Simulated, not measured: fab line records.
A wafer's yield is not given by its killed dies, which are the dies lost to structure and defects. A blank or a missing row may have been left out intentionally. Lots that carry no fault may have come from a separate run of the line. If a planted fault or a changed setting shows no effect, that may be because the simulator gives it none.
2 desks, one fault + flow n5_finfet + every desk sees just its own numbers, and what lay behind them comes last

DESK OF THE TOOL OWNER: pvd_sputter-02
The tool's own readings at N5_BEOL_M12_SPUTTER_44 (material Ta, target thk 10 nm, time 16.13 s): means of the sampled wafers that have a number, for each lot that ran on this tool. If a lot's mean is further than 4 standard deviations from the usual mean, the lot is out of limits and carries the mark OUT (the distance appears in the brackets).
Columns: A = chamber_pressure_pa at N5_BEOL_M12_SPUTTER_44, usual 0.06998 Pa; B = throttle_valve_pct at N5_BEOL_M12_SPUTTER_44, usual 29.8 %
| lot  | first seen here | A       | B    |
|------|-----------------|---------|------|
| L524 | day 15 05:04    | 0.07008 | 29.1 |
| L538 | day 19 17:07    | 0.07001 | 30.6 |
This desk's finding: nothing out of limits on any of the 2 lots.

METROLOGY DESK
Lot by lot, what the gauges showed, no matter which tool ran the lot: averages of those sampled wafers that carry a number. If a lot's mean is further than 4 standard deviations from the usual mean, the lot is out of limits and carries the mark OUT (the distance appears in the brackets).
Columns: A = trench_depth_nm at N5_BEOL_M12_OCD_MEAS_35, usual 319 nm; B = M12_THK at N5_BEOL_M12_THK_MEAS_50, usual 324 nm
| lot  | first seen here | A   | B   |
|------|-----------------|-----|-----|
| L523 | day 14 21:56    | 320 | 320 |
| L524 | day 15 00:59    | 323 | 332 |
| L535 | day 16 00:14    | 319 | 329 |
| L537 | day 19 09:19    | 317 | 318 |
| L538 | day 19 14:26    | 321 | 326 |
This desk's finding: nothing out of limits on any of the 5 lots.

TAKEN TOGETHER
The desk of the tool owner found nothing out of limits.
The metrology desk saw nothing out of limits.

WHAT THE SIMULATOR HAD PUT IN
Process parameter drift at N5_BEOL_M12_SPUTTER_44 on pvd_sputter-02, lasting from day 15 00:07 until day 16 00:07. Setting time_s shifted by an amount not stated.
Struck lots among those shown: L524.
